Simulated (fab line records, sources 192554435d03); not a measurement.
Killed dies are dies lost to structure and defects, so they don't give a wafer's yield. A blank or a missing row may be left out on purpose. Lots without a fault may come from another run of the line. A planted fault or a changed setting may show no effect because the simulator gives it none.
Split-lot experiment | flow n5_finfet | 7 lots, 21 wafers read, on a route of 1938 steps

THE SPLIT
At N5_SD_EPI_N_ETCH_16 (etches SiO2 in CHF3/O2, target depth 5 nm), the setting target_depth_a was moved away from the recipe's 50 angstrom on 8 of the 21 wafers read, by -10.7% to +7.7%. The other wafers ran this setting at the recipe's value.

The reading is taken at the split's own step.

THE READING
etch.depth_nm (the simulator's own value, which no gauge read), in nm, at N5_SD_EPI_N_ETCH_16 (etches SiO2 in CHF3/O2, target depth 5 nm). The file gives no usual value for it. The 13 wafers here that ran the recipe average 5.002 nm, standard deviation 0.066 nm.

wafer  | tool, chamber at the split | target_depth_a as run, angstrom | against the recipe | etch.depth_nm, nm | against lot-mates on the recipe
L078.1 | rie_diel-03, 0             | 50                              | recipe             | 4.985             | -
L078.2 | rie_diel-03, 2             | 50                              | recipe             | 4.862             | -
L078.4 | rie_diel-03, 3             | 50                              | recipe             | 4.995             | -
L079.4 | rie_diel-04, 0             | 47.32                           | -5.4%              | 4.733             | -0.313
L079.5 | rie_diel-04, 3             | 47.32                           | -5.4%              | 4.917             | -0.129
L079.6 | rie_diel-04, 2             | 50                              | recipe             | 5.046             | -
L080.2 | rie_diel-03, 1             | 46.3                            | -7.4%              | 4.619             | no lot-mate on the recipe
L080.3 | rie_diel-03, 3             | 46.3                            | -7.4%              | 4.72              | no lot-mate on the recipe
L080.5 | rie_diel-03, 1             | 46.3                            | -7.4%              | 4.608             | no lot-mate on the recipe
L081.1 | rie_diel-04, 1             | 50                              | recipe             | 5.099             | -
L081.2 | rie_diel-04, 3             | 44.67                           | -10.7%             | 4.615             | -0.484
L081.3 | rie_diel-04, 2             | 44.67                           | -10.7%             | 4.429             | -0.670
L083.2 | rie_diel-02, 1             | 50                              | recipe             | 5.055             | -
L083.3 | rie_diel-02, 0             | 50                              | recipe             | 5.056             | -
L083.4 | rie_diel-02, 3             | 50                              | recipe             | 5.031             | -
L084.1 | rie_diel-02, 3             | 50                              | recipe             | 5.009             | -
L084.2 | rie_diel-02, 1             | 50                              | recipe             | 5.044             | -
L084.4 | rie_diel-02, 0             | 50                              | recipe             | 5.006             | -
L095.2 | rie_diel-03, 3             | 53.85                           | +7.7%              | 5.352             | +0.435
L095.3 | rie_diel-03, 1             | 50                              | recipe             | 4.887             | -
L095.5 | rie_diel-03, 0             | 50                              | recipe             | 4.947             | -

THE FIT
A straight line over all 21 wafers: etch.depth_nm changes by +0.0448 nm for each +1% of target_depth_a; r = +0.94; the points scatter about the line by 0.075 nm.
The same after taking each lot's own level away (the mean of its wafers on the recipe; 18 wafers): +0.0529 nm for each +1%; r = +0.97; scatter 0.059 nm.
On that fit, the largest move of target_depth_a shifts the reading by 0.56 nm.
The lots' own levels span 4.9170 to 5.0990 nm, that is 2.8 times the standard deviation above.
So the lot-to-lot level changes the slope: the two fits differ.
Check: with one of the wafers moved furthest among these (-10.7%) left out of the fit, the line predicts -0.593 nm for it against its lot-mates. It came out at -0.484 nm against them.

OTHER SPLITS ON THESE WAFERS
These wafers also went through other splits before the reading. Each is held against what the fit with the lots' levels taken away leaves over:
other split on the same wafers            | wafers away from the commonest value | r with etch.depth_nm (lot level and that fit taken away)
N5_ZERO_LAYER_EXPOSE_08 dose_mj           | 7                                    | +0.24
N5_ZERO_LAYER_DEVELOP_10 develop_time_s   | 5                                    | +0.50
N5_PMOS_HMC_CHANNEL_EPI_PEB_07 peb_temp_c | 5                                    | -0.06
N5_PMOS_HMC_CHANNEL_EPI_DESCUM_14 time_s  | 9                                    | -0.41
N5_SD_EPI_N_ETCH_45 target_depth_a        | 7                                    | +0.14

THE FILE'S OWN FIT
etch.depth_nm changes by +0.053 nm for each +1% of target_depth_a, r = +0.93.
